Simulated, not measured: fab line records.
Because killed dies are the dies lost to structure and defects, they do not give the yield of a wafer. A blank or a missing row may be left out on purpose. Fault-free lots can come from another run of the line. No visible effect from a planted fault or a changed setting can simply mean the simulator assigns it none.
fab line records	flow nand_harc
record: lots: 12	wafers: 36	last_day: 25
route steps=1159 shown A_STAIRCASE@734 A_SGD_CUT@760 END@1159
lots untouched by any fault: they come from a run of this same line in which no faults occurred
start_h: start of the lot's first displayed wafer, in hours after the record's first day	wait_h: time in hours since the lot's previous step	" unchanged from the row above	L1.1+2: several wafers, shown together as one row	- no value, or no start given	* or withheld: withheld	< > ~ a bound
route shown NAME@n: a module of which the file shows steps, and the number in the route of the first	usual: average and standard deviation across the fault-free wafers	same: alike in all rows	chamber/n: place in a boat	sites: readings site by site	_std_site: the standard deviation of these	_edge_site: mean of outer sites minus mean of inner sites	radius_mm: for every site, how far away it sits from the centre of the wafer	mask NAME#n: copy n	behind: the tool/chamber that last shaped the wafer	hold: what put the lot on hold/how long, in hours/how the hold closed	device: the n, p or np transistor that did not switch	end of line: tests run on the same wafers once the route is complete	for a step that has no rows: nothing shown but its recipe	killed: at the first sort, the dies lost to defects and structure; wafer yield is something else	map: shows each die of a wafer: x if killed, . if not, _ if none is there
set.NAME: the run value of the setting; set.NAME@STEP: its run value at that earlier step	model.NAME: the simulator's own value behind a step, which no gauge read
route steps across a sampled set of lots; one table per step, one row per wafer
services: the hour from which a tool's chamber was out of use, counted from the record's first day as start_h (under 0 if before that day), plus the number of hours and why
== steps ==
step: NHARC_A_STAIRCASE_CMP_152
usual: motor_current_A: 11.5/1.4
lot.wafer	tool	chamber	start_h	wait_h	motor_current_A
L207.4	cmp-02	0	301.93	0.1	10.4
L207.2	"	1	"	"	10.9
L207.5	"	0	"	"	10.7
L210.1	cmp-02	0	316.83	0.1	11.0
L210.4	"	1	"	"	11.3
L210.6	"	3	"	"	11.6
L209.2	cmp-01	1	316.95	0.1	9.9
L209.1	"	2	"	"	14.8
L209.5	"	2	"	"	14.2
L211.1	cmp-01	1	332.47	0.1	10.5
L211.3	"	2	"	"	14.2
L211.5	"	1	"	"	10.9
L212.4	cmp-04	0	341.71	0.1	12.2
L212.6	"	0	"	"	12.7
L212.5	"	1	"	"	11.0
L215.2	cmp-02	0	349.55	0.1	10.1
L215.3	"	2	"	"	10.3
L215.5	"	0	"	"	10.8
L216.3	cmp-01	1	349.71	0.1	10.0
L216.2	"	2	"	"	15.0
L216.1	"	0	"	"	13.1
L224.1	cmp-04	2	414.40	0.1	9.8
L224.2	"	3	"	"	11.4
L224.6	"	3	"	"	10.9
L229.1	cmp-02	3	440.23	0.1	10.8
L229.3	"	0	"	"	10.5
L229.4	"	2	"	"	10.8
L227.3	cmp-04	2	440.45	0.1	10.6
L227.2	"	3	"	"	11.1
L227.4	"	0	"	"	12.2
L228.4	cmp-01	2	440.72	0.1	13.8
L228.2	"	1	"	"	10.6
L228.5	"	3	"	"	11.2
L230.4	cmp-04	3	460.61	0.1	10.8
L230.3	"	0	"	"	12.2
L230.6	"	2	"	"	10.2
step: NHARC_A_STAIRCASE_ETCHBACK_157
recipe: target_depth_a: 900	over_etch_frac: 0.3	time_s: 167.14	ion_energy_ev: 120	ch3f_flow_sccm: 50	o2_flow_sccm: 30	ar_flow_sccm: 200	rf_w: 500	bias_w: 100	chemistry: CH3F/O2
usual: drypump_motor_current_A: 5.9/0.46	oes_product_au: 0.97/0.037	rf_vpp_V: 244.4/1.9	showerhead_plenum_p_Torr: 2.47/0.12	throttle_valve_pct: 20.664/0.0087
lot.wafer	tool	chamber	start_h	wait_h	drypump_motor_current_A	oes_product_au	rf_hours_counter_h	rf_vpp_V	showerhead_plenum_p_Torr	throttle_valve_pct
L207.4	rie_diel-11	1	302.79	0.2	5.2	0.93	46	243.0	2.31	20.668
L207.2	"	2	"	"	6.5	0.94	19	245.8	2.49	20.675
L207.5	"	3	"	"	5.9	0.94	-	244.8	2.43	20.668
L210.1	rie_diel-11	0	317.67	0.2	6.1	0.92	49	244.9	2.48	20.664
L210.4	"	3	"	"	5.9	0.93	47	244.3	2.42	20.663
L210.6	"	1	"	"	5.2	0.91	-	241.8	2.31	20.657
L209.1	rie_diel-10	0	317.78	0.2	6.3	0.95	26	246.1	2.60	20.666
L209.2	"	3	"	"	6.0	0.93	61	243.9	2.52	20.676
L209.5	"	1	"	"	6.3	0.96	-	241.2	2.26	20.653
L211.1	rie_diel-10	0	333.30	0.2	6.3	0.95	30	247.1	2.59	20.671
L211.3	"	1	"	"	6.3	0.97	63	240.2	2.26	20.660
L211.5	"	3	"	"	6.0	0.94	-	245.9	2.51	20.653
L212.4	rie_diel-13	3	342.53	0.1	5.0	1.01	21	242.5	2.31	20.653
L212.6	"	3	"	"	4.9	1.02	-	242.4	2.31	20.669
L212.5	"	0	"	"	5.3	1.01	-	247.2	2.65	20.660
L215.3	rie_diel-10	0	350.47	0.1	6.3	0.91	35	247.0	2.59	20.670
L215.2	"	3	"	"	6.0	0.92	71	245.1	2.51	20.673
L215.5	"	0	"	"	6.2	0.91	-	246.9	2.59	20.675
L216.3	rie_diel-10	1	350.86	0.2	6.3	0.93	66	245.1	2.66	20.654
L216.2	"	3	"	"	6.0	0.92	71	245.5	2.51	20.655
L216.1	"	0	"	"	6.3	0.92	35	246.1	2.59	20.656
L224.2	rie_diel-11	3	415.23	0.2	5.9	0.98	17	242.3	2.41	20.671
L224.1	"	0	"	"	6.0	0.99	16	246.2	2.47	20.668
L224.6	"	2	"	"	6.5	0.99	-	244.1	2.47	20.647
L229.1	rie_diel-13	3	441.08	0.1	5.0	1.03	55	241.3	2.30	20.659
L229.3	"	0	"	"	5.2	1.04	58	246.6	2.64	20.670
L229.4	"	2	"	"	5.4	1.00	58	244.3	2.55	20.662
L227.2	rie_diel-10	1	441.27	0.2	6.3	0.92	32	247.7	2.65	20.652
L227.4	"	3	"	"	6.0	0.93	27	247.0	2.50	20.666
L227.3	"	0	"	"	6.3	0.92	32	246.4	2.58	20.674
L228.2	rie_diel-13	0	441.57	0.2	5.2	0.95	58	247.0	2.64	20.656
L228.4	"	1	"	"	5.6	0.92	63	245.0	2.37	20.654
L228.5	"	3	"	"	5.0	0.94	-	241.8	2.30	20.674
L230.4	rie_diel-10	3	461.44	0.2	6.0	0.94	37	245.3	2.50	20.666
L230.3	"	0	"	"	6.2	0.92	41	245.8	2.58	20.671
L230.6	"	0	"	"	6.3	0.92	-	245.3	2.58	20.649
step: NHARC_A_STAIRCASE_STRIP_475
recipe: time_s: 20	o2_flow_sccm: 500	ar_flow_sccm: 0	bias_w: 0	chemistry: O2
usual: drypump_motor_current_A: 5.9/0.45	oes_product_au: 1.001/0.011	rf_vpp_V: 57.8/0.93	showerhead_plenum_p_Torr: 3.55/0.15	throttle_valve_pct: 17.036/0.009
lot.wafer	tool	chamber	start_h	wait_h	drypump_motor_current_A	oes_product_au	rf_hours_counter_h	rf_vpp_V	showerhead_plenum_p_Torr	throttle_valve_pct
L207.2	rie_diel-11	2	-	-	6.5	0.981	19	57.2	3.57	17.047
L207.4	"	1	"	"	5.2	0.969	46	57.6	3.32	17.051
L207.5	"	3	"	"	5.9	0.992	-	58.4	3.48	17.042
L210.1	rie_diel-11	0	-	-	6.1	0.992	49	58.1	3.56	17.037
L210.4	"	1	"	"	5.2	0.982	50	57.0	3.32	17.054
L210.6	"	3	"	"	5.9	1.005	-	58.0	3.48	17.026
L209.1	rie_diel-10	3	-	-	6.0	0.996	61	57.5	3.61	17.022
L209.2	"	1	"	"	6.3	0.999	59	56.7	3.26	17.043
L209.5	"	3	"	"	6.0	0.996	-	57.9	3.61	17.037
L211.1	rie_diel-10	3	-	-	6.0	1.002	66	58.4	3.60	17.040
L211.3	"	0	"	"	6.3	0.994	30	59.2	3.72	17.036
L211.5	"	3	"	"	6.0	0.993	-	58.6	3.60	17.049
L212.4	rie_diel-13	3	-	-	5.0	1.003	21	56.8	3.33	17.022
L212.6	"	1	"	"	5.6	0.988	-	56.7	3.43	17.024
L212.5	"	2	"	"	5.4	0.987	-	58.3	3.67	17.020
L215.2	rie_diel-10	3	350.70	0.1	6.0	0.993	71	56.9	3.60	17.034
L215.3	"	1	"	"	6.3	1.015	66	58.4	3.81	17.047
L215.5	"	3	"	"	6.0	1.004	-	58.6	3.60	17.038
L216.1	rie_diel-10	1	-	-	6.3	1.005	66	59.0	3.81	17.045
L216.3	"	3	"	"	6.0	0.984	71	58.5	3.60	17.033
L216.2	"	0	"	"	6.3	0.999	35	57.1	3.71	17.028
L224.1	rie_diel-11	3	-	-	5.9	0.996	17	57.9	3.46	17.037
L224.2	"	2	"	"	6.5	0.996	16	57.5	3.55	17.026
L224.6	"	3	"	"	5.9	0.984	-	57.7	3.46	17.031
L229.4	rie_diel-13	3	-	-	5.0	1.011	56	56.3	3.31	17.044
L229.3	"	0	"	"	5.2	1.024	58	57.7	3.77	17.023
L229.1	"	1	"	"	5.6	0.987	63	56.4	3.40	17.042
L227.3	rie_diel-10	0	-	-	6.3	0.991	32	60.6	3.70	17.049
L227.2	"	1	"	"	6.3	1.001	32	58.3	3.79	17.039
L227.4	"	3	"	"	6.0	1.020	27	58.9	3.59	17.009
L228.2	rie_diel-13	2	-	-	5.5	1.000	58	57.7	3.65	17.015
L228.4	"	3	"	"	5.0	1.018	56	58.3	3.31	17.033
L228.5	"	2	"	"	5.4	1.010	-	57.5	3.65	17.039
L230.3	rie_diel-10	3	-	-	6.0	1.009	37	58.1	3.58	17.026
L230.4	"	0	"	"	6.3	1.000	41	59.7	3.69	17.037
L230.6	"	2	"	"	5.6	1.013	-	56.8	3.39	17.042
step: NHARC_A_STAIRCASE_CMP_472
recipe: material: SiO2
usual: motor_current_A: 11.5/1.5
lot.wafer	tool	chamber	start_h	wait_h	motor_current_A
L207.2	cmp-01	1	303.36	0.3	10.9
L207.4	"	2	"	"	14.5
L207.5	"	3	"	"	11.2
L210.4	cmp-02	2	318.25	0.2	10.8
L210.1	"	0	"	"	10.1
L210.6	"	1	"	"	11.1
L209.1	cmp-01	2	318.36	0.2	15.0
L209.2	"	3	"	"	10.4
L209.5	"	1	"	"	10.6
L211.1	cmp-02	0	333.86	0.3	10.5
L211.3	"	2	"	"	10.3
L211.5	"	3	"	"	11.2
L212.4	cmp-02	2	343.11	0.2	10.2
L212.5	"	1	"	"	10.8
L212.6	"	2	"	"	10.6
L215.2	cmp-02	3	351.08	0.2	10.8
L215.3	"	0	"	"	10.4
L215.5	"	3	"	"	11.3
L216.2	cmp-01	1	351.46	0.2	10.0
L216.1	"	2	"	"	14.9
L216.3	"	0	"	"	12.9
L224.1	cmp-01	3	416.06	0.2	11.4
L224.2	"	0	"	"	13.9
L224.6	"	3	"	"	10.8
L229.4	cmp-02	3	441.70	0.1	11.0
L229.1	"	0	"	"	10.5
L229.3	"	1	"	"	11.6
L227.4	cmp-01	1	441.83	0.2	10.7
L227.2	"	2	"	"	14.7
L227.3	"	3	"	"	11.2
L228.2	cmp-01	3	442.13	0.2	11.4
L228.4	"	1	"	"	10.5
L228.5	"	3	"	"	11.4
L230.3	cmp-04	1	461.99	0.2	11.0
L230.4	"	0	"	"	12.1
L230.6	"	2	"	"	10.2
step: NHARC_A_SGD_CUT_INSPECT_11
usual: raw_defect_count: 17/9.1
lot.wafer	tool	chamber	start_h	wait_h	raw_defect_count
L207.2	defect_inspect-01	-	304.57	0.0	17
L207.4	"	-	"	"	14
L207.5	"	-	"	"	14
L210.1	defect_inspect-01	-	319.35	0.0	3
L210.4	"	-	"	"	8
L210.6	"	-	"	"	8
L209.1	defect_inspect-02	-	319.60	0.0	25
L209.2	"	-	"	"	31
L209.5	"	-	"	"	16
L211.1	defect_inspect-02	-	335.12	0.0	7
L211.3	"	-	"	"	11
L211.5	"	-	"	"	7
L212.4	defect_inspect-02	-	344.21	0.0	4
L212.5	"	-	"	"	13
L212.6	"	-	"	"	7
L215.2	defect_inspect-01	-	352.23	0.0	457
L215.3	"	-	"	"	432
L215.5	"	-	"	"	449
L216.1	defect_inspect-02	-	352.71	0.0	25
L216.2	"	-	"	"	15
L216.3	"	-	"	"	30
L224.1	defect_inspect-01	-	417.33	0.0	20
L224.2	"	-	"	"	8
L224.6	"	-	"	"	11
L229.1	defect_inspect-01	-	442.96	0.0	13
L229.3	"	-	"	"	11
L229.4	"	-	"	"	9
L227.2	defect_inspect-02	-	443.15	0.1	7
L227.3	"	-	"	"	12
L227.4	"	-	"	"	17
L228.2	defect_inspect-01	-	443.39	0.0	11
L228.4	"	-	"	"	15
L228.5	"	-	"	"	12
L230.3	defect_inspect-01	-	463.13	0.0	4
L230.4	"	-	"	"	2
L230.6	"	-	"	"	5
step: NHARC_END_SORT_01
recipe: temp_c: 25
usual: killed_at_array: 27/10	killed_at_other: 0.6/0.83	killed_at_periphery: 2.4/1.8	killed_dies: 30/10	killed_open: 3.3/1.7	killed_short: 1.8/1.4
same: gross_dies: 677
lot.wafer	tool	chamber	start_h	wait_h	killed_at_array	killed_at_other	killed_at_periphery	killed_dies	killed_open	killed_short
L212.4	prober-02	0	480.31	3.4	9	0	2	11	4	2
L212.5	prober-02	0	481.10	3.7	19	2	2	23	4	3
L212.6	prober-02	0	481.89	4.0	16	4	1	21	4	4
L215.2	prober-02	0	486.49	2.8	324	1	3	328	1	4
L215.3	prober-02	0	487.29	3.1	321	1	1	323	1	3
L215.5	prober-02	0	488.89	3.7	305	0	1	306	3	1
L224.1	prober-01	0	543.94	2.5	20	0	1	21	2	0
L224.2	prober-01	0	544.74	2.8	16	2	2	20	5	1
L224.6	prober-01	0	547.94	4.0	21	1	3	25	3	4
killed by level:class
L212.4 P_M0:geometric_particle:open=1 A_SOURCE_PLATE:geometric_particle:short=1 A_ONON_D1:geometric_particle:open=1 A_CHANNEL_FILL_D1:geometric_particle:short=1 A_SGD_CUT:geometric_particle:open=1 A_CONTACT:geometric_particle:open=1 P_GATE:chamber_film_flake=1 A_CHANNEL_HOLE_D1:chamber_film_flake=1
L212.5 A_STAIRCASE:chamber_film_flake=7 A_CHANNEL_HOLE_D1:chamber_film_flake=4 A_CHANNEL_FILL_D1:geometric_particle:short=3 A_CONTACT:geometric_particle:open=2 P_M0:geometric_particle:open=1 STARTING-WAFER:geometric_particle:open=1 P_STI:chamber_film_flake=1 A_ZERO_WELL:chamber_film_flake=1
L212.6 THIN_TSV:chamber_film_flake=4 A_CHANNEL_FILL_D1:geometric_particle:short=2 A_BLC:geometric_particle:open=2 A_CHANNEL_HOLE_D1:chamber_film_flake=2 A_STAIRCASE:chamber_film_flake=2 A_WL_FILL:geometric_particle:open=1 A_CONTACT:geometric_particle:short=1 A_BLC:geometric_particle:short=1
L215.2 A_STAIRCASE:unspecified=316 A_M0:geometric_particle:short=2 P_ZERO_WELL:chamber_film_flake=2 P_CONTACT:geometric_particle:open=1 A_CHANNEL_HOLE_D1:geometric_particle:short=1 A_CONTACT:geometric_particle:short=1 A_CHANNEL_HOLE_D1:chamber_film_flake=1 A_CHANNEL_FILL_D1:chamber_film_flake=1
L215.3 A_STAIRCASE:unspecified=309 A_CONTACT:chamber_film_flake=3 A_CHANNEL_HOLE_D1:chamber_film_flake=2 A_CHANNEL_FILL_D1:chamber_film_flake=2 A_STAIRCASE:chamber_film_flake=2 P_M1:geometric_particle:short=1 A_ONON_D1:geometric_particle:short=1 A_CHANNEL_HOLE_D1:geometric_particle:open=1
L215.5 A_STAIRCASE:unspecified=300 A_CONTACT:geometric_particle:open=2 P_M0:geometric_particle:open=1 A_ONON_D1:geometric_particle:short=1 A_CHANNEL_HOLE_D1:chamber_film_flake=1 A_STAIRCASE:chamber_film_flake=1
L224.1 A_CHANNEL_HOLE_D1:chamber_film_flake=9 A_STAIRCASE:chamber_film_flake=4 A_BLC:chamber_film_flake=4 P_M1:geometric_particle:open=1 A_CONTACT:geometric_particle:open=1 A_CHANNEL_FILL_D1:chamber_film_flake=1 A_CONTACT:chamber_film_flake=1
L224.2 A_CHANNEL_HOLE_D1:chamber_film_flake=3 A_STAIRCASE:chamber_film_flake=3 A_CONTACT:chamber_film_flake=3 A_BLC:chamber_film_flake=2 THIN_TSV:chamber_film_flake=2 P_CONTACT:geometric_particle:open=1 A_SOURCE_PLATE:geometric_particle:open=1 A_CHANNEL_HOLE_D1:geometric_particle:open=1
L224.6 A_CHANNEL_HOLE_D1:chamber_film_flake=6 A_BLC:chamber_film_flake=5 A_STAIRCASE:chamber_film_flake=4 A_CHANNEL_HOLE_D1:geometric_particle:short=2 P_M0:geometric_particle:open=1 A_ONON_D1:geometric_particle:short=1 A_CHANNEL_FILL_D1:geometric_particle:short=1 A_CONTACT:geometric_particle:open=1
== services ==
tool	chamber	start_h	hours	kind
rie_diel-10	0	286.58	-	clean
rie_diel-10	1	286.58	-	clean
rie_diel-10	2	286.58	-	clean
rie_diel-10	3	286.58	-	clean
cmp-04	-	301.21	4.0	pm
rie_diel-10	0	311.08	-	clean
cmp-04	-	313.06	6.5	repair
cmp-02	-	324.66	4.0	pm
rie_diel-10	2	344.04	9.2	repair
rie_diel-10	-	353.50	9.0	pm
cmp-04	-	355.60	0.5	repair
cmp-01	-	359.03	1.4	repair
rie_diel-11	-	366.65	9.0	pm
rie_diel-10	3	373.61	6.9	repair
cmp-01	-	375.66	4.0	pm
cmp-01	-	389.09	2.3	repair
cmp-04	-	399.21	4.0	pm
cmp-02	-	399.33	1.5	repair
cmp-01	-	404.48	0.6	repair
rie_diel-13	2	413.52	13.1	repair
rie_diel-13	3	421.53	9.9	repair
cmp-02	-	422.66	4.0	pm
cmp-02	-	430.78	2.2	repair
rie_diel-13	-	453.15	9.0	pm
== key ==
first_sign: step: NHARC_A_SGD_CUT_INSPECT_11	reading: raw_defect_count	direction: up	sigmas: 47	usual: 17	struck: 446
effect: step: NHARC_END_SORT_01	reading: killed_at_array	direction: up	sigmas: 28	usual: 27	struck: 317
more_kills_born_at: NHARC_A_STAIRCASE_CMP_472@cmp-02: 925
met_at NHARC_A_STAIRCASE_CMP_472
struck_lots L215
tester_left_out L215
not_acting_at NHARC_A_STAIRCASE_CMP_152,NHARC_A_STAIRCASE_ETCHBACK_157,NHARC_A_STAIRCASE_STRIP_475
onset_between 343.11 351.08
fault: kind: chamber_particle_source	tool: cmp-02	chamber: -	onset_h: 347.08	steps: NHARC_A_STAIRCASE_CMP_472	rate_per_visit_cm2: 0.68713	end_h: 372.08
tester_left_out: of these lots the tester's yield and bins aren't shown, on N5 and GAA mostly nor the transistor test; their killed dies are dies lost to structure and defects alone, not to doping, threshold or leakage, so they don't give the yield
